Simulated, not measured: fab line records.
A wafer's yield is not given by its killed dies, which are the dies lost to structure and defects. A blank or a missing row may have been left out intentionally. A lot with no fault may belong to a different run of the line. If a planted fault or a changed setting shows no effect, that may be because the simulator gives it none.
8D (eight disciplines) problem report, filled in by code || flow n5_finfet || the parts of the form that need people (team, actions taken, sign-off) are left out

## 1. THE ISSUE
run_length_s at N5_BEOL_M7_VIA_ETCH_34 reads a mean of 91.2 s on 4 wafers of 3 lots; wafers without a fault read 73.9 s with a standard deviation of 0.48. That is +36 standard deviations from the usual mean.
The step: etches SiCOH lowk in C4F6/O2, target depth 125.5 nm, time 50.5 s.
The first sign was on wafer L286.1 at day 12 16:16, on rie_diel-02. At this step, 19 wafers from 7 lots have a number in the record. By rule, "out" or "out of limits" means more than 4 standard deviations away from the usual mean. All remaining wafers that have a number are taken as sound.

## 2. WHAT IT IS; WHAT IT IS NOT
{"question": "which readings at this step", "is": "run_length_s", "is not": "C4F6_flow_sccm, chamber_pressure_mTorr, drypump_motor_current_A, oes_f_703_au, oes_product_au, rf_vpp_V, showerhead_plenum_p_Torr, throttle_valve_pct"}
{"question": "which lots", "is": "L286, L288, L292", "is not": "L278, L279, L293, L295"}
{"question": "which wafers of those lots", "is": "L286.1, L286.6, L288.6, L292.6", "is not": "L288.2, L288.5, L292.4"}
{"question": "read on which tools", "is": "rie_diel-02", "is not": "rie_diel-05, rie_diel-06"}
{"question": "when", "is": "from day 12 16:16", "is not": "up to then (6 sound wafers); but 9 sound wafers of L288, L292, L293, L295 came after"}

## 3. SUSPECTS, AND WHAT RULES EACH OUT
Counting: a tool at a process step up to the reading stays a suspect if it ran every lot that is out. Sound lots after the first of them don't rule it out here, since some wafers of a struck lot are sound.
- rie_diel-02 at N5_BEOL_M7_DESCUM_33 (chemistry O2, time 7 s): kept. It ran every lot that is out, first L286 (day 12 16:05); its last sound lot up to then is L278 (day 10 13:36).
- rie_diel-02 at N5_BEOL_M7_ETCH_72 (etches underlayer in N2/H2, target depth 6.5 nm, time 5.2 s): kept. It ran every lot that is out, first L286 (day 12 16:07); its last sound lot up to then is L278 (day 10 13:38).
- rie_diel-02 at N5_BEOL_M7_ETCH_65 (etches SiARC in CF4, target depth 15.6 nm, time 26 s): kept. It ran every lot that is out, first L286 (day 12 16:08); its last sound lot up to then is L278 (day 10 13:39).
- rie_diel-02 at N5_BEOL_M7_ETCH_66 (etches SOC in N2/H2, target depth 80 nm, overetch 16 nm, time 120 s): kept. It ran every lot that is out, first L286 (day 12 16:10); its last sound lot up to then is L278 (day 10 13:41).
- rie_diel-02 at N5_BEOL_M7_VIA_ETCH_34 (etches SiCOH lowk in C4F6/O2, target depth 125.5 nm, time 50.5 s): kept. It ran every lot that is out, first L286 (day 12 16:16); its last sound lot up to then is L278 (day 10 13:47). Its own run_length_s readings are out on those wafers.
Left after counting: rie_diel-02 at N5_BEOL_M7_DESCUM_33, rie_diel-02 at N5_BEOL_M7_ETCH_72, rie_diel-02 at N5_BEOL_M7_ETCH_65, rie_diel-02 at N5_BEOL_M7_ETCH_66, rie_diel-02 at N5_BEOL_M7_VIA_ETCH_34.

## 4. THE CAUSE (what the simulator had put in)
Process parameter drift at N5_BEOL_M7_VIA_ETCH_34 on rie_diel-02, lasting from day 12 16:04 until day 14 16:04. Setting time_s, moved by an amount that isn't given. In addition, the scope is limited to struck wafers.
Counting leaves 5 suspects; this tool is one of them.

## 5. THE CHAIN OF EFFECTS, in route order
Rows list readings where the struck wafers' mean (over those with a number) sits beyond 3 standard deviations from the usual. Scope: only readings with a usual standard deviation given in the record; hours: median across lots of the time from each lot's start at the first step in this table that gives one to its start at this step; sigmas: change in usual standard deviations.
{"hours": 0, "step": "N5_BEOL_M7_VIA_ETCH_34", "reading": "run_length_s", "usual": "73.9 s", "on struck wafers": 91.2, "change": "+17.3", "sigmas": "+36"}
Here are the process steps it includes:
- N5_BEOL_M7_VIA_ETCH_34: etches SiCOH lowk in C4F6/O2, target depth 125.5 nm, time 50.5 s.

## 6. HOW IT WOULD HAVE BEEN CAUGHT EARLIER
First out-of-limits reading in this record: day 12 16:16, which is 0 hours after fault onset at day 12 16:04.
